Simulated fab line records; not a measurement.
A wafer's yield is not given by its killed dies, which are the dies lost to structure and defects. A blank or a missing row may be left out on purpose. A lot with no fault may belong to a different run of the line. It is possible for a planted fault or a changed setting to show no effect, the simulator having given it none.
fab line records | flow n5-finfet
record lots=9 wafers=27 last-day=17
route steps=1938 shown BEOL_M2@865 BEOL_M4@1111
lots with no fault: from the same line, run without faults
start-h: hours from the record's opening day to when the first of the lot's shown wafers began | wait-h: hours from the lot's prior step to this one | " the same as in the row above | L1.1+2: a row that stands for several wafers | - no value, or no start given | * or withheld: withheld | < > ~ a bound
route shown NAME@n: a module of which the file shows steps, and the number in the route of the first | usual: average and standard deviation across the fault-free wafers | same: alike in all rows | chamber/n: place in a boat | sites: the reading at each site | _std_site: how widely they spread, as a standard deviation | _edge_site: mean of outer sites minus mean of inner sites | radius-mm: for every site, how far away it sits from the centre of the wafer | mask NAME#n: copy n | behind: tool/chamber where the wafer was last shaped | hold: why the lot was held/for how many hours/how that ended | device: transistor that didn't switch, given as n, p or np | end of line: the same wafers' tests at the end of the route | a step given without rows: its recipe and nothing more | killed: the dies lost at the first sort to structure and to defects; this is not the yield of the wafer | map: shows each die of a wafer: x if killed, . if not, _ if none is there
set.NAME: the setting as run; set.NAME@STEP: as run at that earlier step | model.NAME: the simulator's own value behind a step, which no gauge read
one table for each step of the route and one row for each wafer, over a sample of lots
services: a tool's chamber out of use, with start hour (start-h, from the record's first day; less than 0 if before it), hours out, and reason
## steps
# step N5_BEOL_M2_STRIP_19
# recipe chemistry=O2 power-w=400 temp-c=40 pressure-mtorr=30 rf-frequency-hz=6e+07 bias-power-w=0 overash-fraction=0.2 o2-flow-sccm=225
# usual drypump-motor-current-A=5.8/0.45 oes-product-au=0.77/0.097 rf-vpp-V=3.6/0.44 showerhead-plenum-p-Torr=2.09/0.099 throttle-valve-pct=16.72/0.16
# columns lot.wafer tool chamber start-h wait-h drypump-motor-current-A oes-product-au rf-hours-counter-h rf-vpp-V showerhead-plenum-p-Torr throttle-valve-pct
L128.1 rie-diel-01 3 139.02 0.1 5.3 0.72 202 3.8 2.07 16.64
L128.3 " 2 " " 6.3 0.69 215 3.0 2.15 16.64
L128.6 " 1 " " 6.1 0.71 - 3.5 2.06 16.77
L130.2 rie-diel-05 0 163.51 0.1 5.3 0.76 150 3.5 1.91 16.81
L130.3 " 1 " " 6.6 1.01 4 3.6 2.25 16.73
L130.6 " 2 " " 5.4 0.68 - 3.9 1.98 16.76
L132.1 rie-diel-01 2 169.96 0.1 6.4 0.68 226 4.2 2.15 16.66
L132.2 " 0 " " 5.4 0.81 78 3.5 2.13 16.51
L132.6 " 2 " " 6.3 0.68 - 3.9 2.15 16.65
L133.1 rie-diel-01 3 170.27 0.1 5.3 0.71 214 3.5 2.07 16.66
L133.3 " 0 " " 5.5 0.79 78 4.4 2.13 16.50
L133.5 " 2 " " 6.4 0.68 - 3.4 2.15 16.65
L136.2 rie-diel-05 3 184.39 0.1 5.1 0.72 205 3.3 2.07 16.69
L136.3 " 2 " " 5.4 0.68 243 4.3 1.98 16.75
L136.6 " 2 " " 5.4 0.68 - 3.6 1.98 16.77
L141.2 rie-diel-01 3 213.58 0.1 5.3 0.71 230 3.4 2.06 16.70
L141.4 " 0 " " 5.5 0.79 93 3.5 2.12 16.51
L141.6 " 3 " " 5.3 0.70 - 3.7 2.07 16.71
L142.1 rie-diel-05 1 218.24 0.1 6.6 0.94 26 3.3 2.25 16.74
L142.5 " 3 " " 5.1 0.71 - 4.0 2.07 16.72
L142.6 " 1 " " 6.6 0.95 - 3.3 2.25 16.77
L149.2 rie-diel-06 2 262.77 0.2 5.6 0.68 240 4.1 1.99 16.85
L149.4 " 3 " " 5.7 0.77 156 3.6 2.19 16.81
L149.5 " 2 " " 5.6 0.68 - 4.0 1.99 16.87
L150.1 rie-diel-05 1 268.24 0.1 6.6 0.92 42 4.2 2.24 16.79
L150.4 " 0 " " 5.3 0.73 190 3.6 1.89 16.87
L150.5 " 0 " " 5.3 0.72 - 3.2 1.89 16.87
# step N5_BEOL_M2_COAT_76
# recipe resist=underlayer temp-c=205 time-s=60 spin-rpm=1500 resist-thk-nm=5
# usual exhaust-pa=45.0/1 heater-power-total-W=391.7/1.4 plate-temp-C=205.01/0.16
# columns lot.wafer tool chamber start-h wait-h exhaust-pa heater-power-total-W plate-temp-C
L128.1 litho-track-03 0 139.13 - 45.7 389.9 205.17
L128.3 " 0 " " 45.1 393.5 204.98
L128.6 " 0 " " 46.2 390.1 204.90
L130.2 litho-track-03 0 163.62 - 46.0 391.3 205.08
L130.3 " 0 " " 44.5 390.3 205.14
L130.6 " 0 " " 44.1 392.0 205.14
L132.1 litho-track-04 0 170.08 - 46.0 390.4 205.26
L132.2 " 0 " " 46.3 392.9 205.22
L132.6 " 0 " " 45.3 389.7 205.17
L133.1 litho-track-02 0 170.38 - 43.9 391.4 205.02
L133.3 " 0 " " 44.8 392.1 204.70
L133.5 " 0 " " 44.5 393.5 204.81
L136.2 litho-track-02 0 184.50 - 45.5 391.8 205.13
L136.3 " 0 " " 45.1 390.8 204.97
L136.6 " 0 " " 44.4 389.6 205.15
L141.2 litho-track-03 0 213.69 - 45.8 379.7 199.10
L141.4 " 0 " " 45.9 378.8 198.98
L141.6 " 0 " " 46.1 377.6 198.74
L142.1 litho-track-03 0 218.35 - 43.7 375.6 198.96
L142.5 " 0 " " 44.0 377.7 199.06
L142.6 " 0 " " 44.5 376.0 199.26
L149.2 litho-track-04 0 262.88 - 43.6 394.0 205.01
L149.4 " 0 " " 44.5 393.1 204.83
L149.5 " 0 " " 44.7 393.8 204.81
L150.1 litho-track-02 0 268.35 - 44.2 393.6 204.89
L150.4 " 0 " " 44.6 393.7 204.83
L150.5 " 0 " " 44.2 391.4 204.90
# step N5_BEOL_M2_DESCUM_33
# recipe chemistry=O2 time-s=7 source-power-w=50 bias-power-w=20 pressure-mtorr=20 rf-frequency-hz=2.712e+07 temp-c=40 resist=CAR-EUV o2-flow-sccm=225
# usual drypump-motor-current-A=5.7/0.47 oes-product-au=0.76/0.092 rf-vpp-V=243.2/1.7 showerhead-plenum-p-Torr=2.09/0.098 throttle-valve-pct=20.45/0.15
# columns lot.wafer tool chamber start-h wait-h drypump-motor-current-A oes-product-au rf-hours-counter-h rf-vpp-V showerhead-plenum-p-Torr throttle-valve-pct
L128.1 rie-diel-06 3 139.67 0.0 5.7 0.79 118 245.3 2.20 20.49
L128.3 " 2 " " 5.6 0.71 197 242.6 2.00 20.52
L128.6 " 3 " " 5.7 0.80 - 244.2 2.20 20.49
L130.2 rie-diel-01 1 164.02 0.0 6.1 0.71 189 242.7 2.06 20.47
L130.3 " 0 " " 5.5 0.81 75 244.8 2.13 20.28
L130.6 " 1 " " 6.1 0.71 - 243.8 2.06 20.46
L132.1 rie-diel-01 0 170.48 0.0 5.5 0.81 78 243.0 2.13 20.27
L132.2 " 3 " " 5.3 0.72 214 244.0 2.07 20.37
L132.6 " 2 " " 6.4 0.68 - 245.5 2.14 20.34
L133.1 rie-diel-05 3 170.91 0.0 5.1 0.72 200 242.9 2.07 20.42
L133.3 " 2 " " 5.5 0.68 237 240.6 1.98 20.49
L133.5 " 2 " " 5.4 0.68 - 240.3 1.98 20.46
L136.2 rie-diel-01 2 184.90 0.0 6.3 0.68 231 244.0 2.14 20.36
L136.3 " 0 " " 5.4 0.80 84 243.6 2.12 20.30
L136.6 " 1 " " 6.1 0.71 - 243.2 2.05 20.48
L141.2 rie-diel-06 0 214.09 0.0 6.0 0.76 155 244.5 2.20 20.65
L141.4 " 3 " " 5.7 0.77 - 244.6 2.19 20.52
L141.6 " 0 " " 6.0 0.76 - 244.1 2.20 20.67
L142.1 rie-diel-01 3 218.88 0.0 5.3 0.71 233 243.3 2.06 20.39
L142.5 " 3 " " 5.3 0.71 - 242.7 2.06 20.41
L142.6 " 0 " " 5.4 0.80 - 244.0 2.12 20.30
L149.2 rie-diel-01 0 263.30 0.1 5.5 0.77 114 245.4 2.11 20.35
L149.4 " 1 " " 6.1 0.68 - 242.6 2.04 20.52
L149.5 " 0 " " 5.5 0.77 - 243.3 2.11 20.34
L150.1 rie-diel-06 3 268.75 0.0 5.7 0.76 159 243.3 2.18 20.57
L150.4 " 0 " " 6.0 0.75 175 245.3 2.19 20.69
L150.5 " 1 " " 5.8 0.92 - 243.6 2.04 20.25
# step N5_BEOL_M2_ALD_98
# recipe material=SiO2 target-thk-a=25 temp-c=100 ald-precursor-family=BDEAS ald-co-reactant=O2-plasma pulse-time-s=1 co-reactant-pulse-time-s=1 purge-time-s=2 co-reactant-purge-time-s=2 ald-cycles=17 pressure-torr=2
# usual heater-power-w=79/8.4 precursor-pulse-height-rel=1.001/0.022
# same co-reactant-pulse-time-s=1
# columns lot.wafer tool chamber start-h wait-h heater-power-w precursor-pulse-height-rel since-wet-clean-h
L128.1 ald-sin-04 1 140.07 0.3 71 1.000 329
L128.3 " 3 " " 90 1.031 329
L128.6 " 0 " " 86 1.010 -
L130.2 ald-sin-03 3 164.76 0.7 77 1.012 157
L130.3 " 1 " " 67 1.020 157
L130.6 " 2 " " 71 1.015 -
L132.1 ald-sin-03 3 170.61 0.1 78 1.023 162
L132.2 " 0 " " 86 1.029 162
L132.6 " 1 " " 67 0.983 -
L133.1 ald-sin-03 3 171.04 0.1 77 1.014 163
L133.3 " 1 " " 67 0.978 163
L133.5 " 3 " " 77 1.021 -
L136.2 ald-sin-01 2 186.52 1.5 90 1.022 283
L136.3 " 1 " " 64 0.982 283
L136.6 " 2 " " 86 0.994 -
L141.2 ald-sin-01 3 214.23 0.1 75 0.983 310
L141.4 " 1 " " 64 1.040 310
L141.6 " 2 " " 86 1.048 -
L142.1 ald-sin-01 2 219.01 0.1 87 1.004 315
L142.5 " 2 " " 87 0.978 -
L142.6 " 3 " " 73 0.979 -
L149.2 ald-sin-04 1 263.44 0.1 69 0.994 73
L149.4 " 3 " " 90 0.986 73
L149.5 " 0 " " 84 1.000 -
L150.1 ald-sin-03 2 269.46 0.6 71 1.013 261
L150.4 " 0 " " 85 0.982 261
L150.5 " 1 " " 68 0.974 -
# step N5_BEOL_M4_RC_MEAS_101
# usual DIBL_N=35.9/1.4 DIBL_P=35.9/1.7 IOFF_N=0.160/0.026 IOFF_P=0.21/0.036 ION_N=672/11 ION_P=461/8.1 SS_N=71.4/0.54 SS_P=73.2/0.67 VT_N=249.3/2.7 VT_P=-250/3.9
# columns lot.wafer tool chamber start-h wait-h DIBL_N[mV/V] DIBL_P[mV/V] IOFF_N[nA/um] IOFF_P[nA/um] ION_N[uA/um] ION_P[uA/um] SS_N[mV/dec] SS_P[mV/dec] VT_N[mV] VT_P[mV]
L128.1 prober-01 0 161.63 0.0 35.5 35.6 0.172 0.26 685 473 71.3 73.5 250.0 -243
L128.3 " 0 " " 34.1 33.7 0.148 0.23 678 478 71.3 73.0 248.9 -246
L128.6 " 0 " " 34.8 34.4 0.159 0.24 681 474 71.0 72.9 248.9 -244
L130.2 prober-01 0 192.44 0.2 34.8 34.6 0.127 0.20 660 460 71.4 71.7 253.8 -248
L130.3 " 0 " " 36.4 37.3 0.172 0.26 683 474 71.5 73.3 250.2 -246
L130.6 " 0 " " 32.5 32.9 0.114 0.19 669 470 70.7 72.3 250.5 -247
L132.1 prober-02 0 204.42 0.0 37.0 38.7 0.187 0.24 680 455 72.2 74.2 246.1 -249
L132.2 " 0 " " 35.1 36.5 0.160 0.20 680 468 71.6 73.1 248.8 -253
L132.6 " 0 " " 34.3 35.6 0.139 0.18 673 459 71.5 73.1 249.6 -255
L133.1 prober-01 0 206.52 0.0 37.4 35.6 0.178 0.20 674 456 71.8 73.3 247.8 -255
L133.3 " 0 " " 37.1 36.0 0.178 0.21 686 458 71.6 73.6 249.2 -253
L133.5 " 0 " " 35.0 33.4 0.136 0.16 664 448 71.7 72.4 253.0 -255
L136.2 prober-02 0 222.69 0.2 36.4 37.4 0.167 0.19 688 457 70.5 74.0 249.1 -254
L136.3 " 0 " " 34.8 35.2 0.132 0.16 673 456 71.3 73.0 249.8 -256
L136.6 " 0 " " 36.5 36.9 0.172 0.20 679 463 70.6 73.3 248.2 -251
L141.2 prober-01 0 250.47 0.2 37.2 37.7 0.182 0.26 679 476 71.4 73.8 245.9 -247
L141.4 " 0 " " 33.9 32.7 0.125 0.18 672 458 71.0 72.8 253.8 -249
L141.6 " 0 " " 36.1 35.5 0.163 0.21 674 461 71.4 73.1 249.0 -250
L142.1 prober-01 0 254.42 0.0 35.7 36.0 0.171 0.24 692 476 71.6 72.6 245.1 -247
L142.5 " 0 " " 35.4 35.7 0.163 0.23 673 466 71.1 72.9 247.9 -244
L142.6 " 0 " " 36.0 36.0 0.169 0.24 684 470 72.0 72.7 247.9 -246
L149.2 prober-02 0 291.75 0.2 40.2 39.1 0.228 0.27 677 468 72.5 74.4 246.0 -248
L149.4 " 0 " " 35.4 34.9 0.132 0.19 672 462 70.7 72.5 252.0 -254
L149.5 " 0 " " 37.4 37.0 0.165 0.22 682 465 71.2 73.3 247.7 -249
L150.1 prober-01 0 309.69 0.0 36.2 37.0 0.186 0.23 670 458 72.1 73.9 245.1 -248
L150.4 " 0 " " 35.4 37.1 0.171 0.22 690 465 71.6 74.4 248.0 -250
L150.5 " 0 " " 34.2 34.5 0.136 0.18 660 451 71.1 72.8 251.7 -253
## services
# columns tool chamber start-h hours kind
rie-diel-06 2 130.51 8.3 repair
rie-diel-05 1 139.24 - clean
rie-diel-05 1 139.24 - consumable-replace:focus-ring
rie-diel-05 1 139.24 - consumable-replace:showerhead
rie-diel-05 1 139.24 12.1 scheduled-down
rie-diel-05 1 139.24 12.1 vent-cycle
rie-diel-06 3 159.99 6.8 repair
ald-sin-04 - 176.75 14.0 pm
rie-diel-05 2 204.27 - clean
rie-diel-05 2 204.27 - consumable-replace:focus-ring
rie-diel-05 2 204.27 - consumable-replace:showerhead
ald-sin-01 1 204.48 3.9 repair
ald-sin-04 3 217.49 9.3 repair
rie-diel-05 1 221.26 6.6 repair
rie-diel-01 2 235.67 - clean
rie-diel-01 2 235.67 - consumable-replace:focus-ring
rie-diel-01 2 235.67 13.8 scheduled-down
rie-diel-01 2 235.67 13.8 vent-cycle
rie-diel-01 2 252.91 7.8 repair
rie-diel-01 3 260.69 - clean
rie-diel-01 3 260.69 - consumable-replace:focus-ring
rie-diel-01 3 260.69 22.1 scheduled-down
rie-diel-01 3 260.69 22.1 vent-cycle
ald-sin-01 - 269.50 14.0 pm
## key
first-sign step=N5_BEOL_M2_COAT_76 reading=plate-temp-C direction=down sigmas=38 usual=* struck=*
effect step=N5_BEOL_M2_COAT_76 reading=heater-power-total-W direction=down sigmas=10 usual=* struck=*
met-at N5_BEOL_M2_COAT_76
struck-lots L141,L142
not-acting-at N5_BEOL_M2_STRIP_19,N5_BEOL_M2_DESCUM_33,N5_BEOL_M2_ALD_98
onset-between 163.62 213.69
fault kind=process-parameter-drift tool=litho-track-03 chamber=- onset-h=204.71 steps=N5_BEOL_M2_COAT_76 channel=temp-c offset=* shape=step end-h=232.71 acts-in=* stated=*
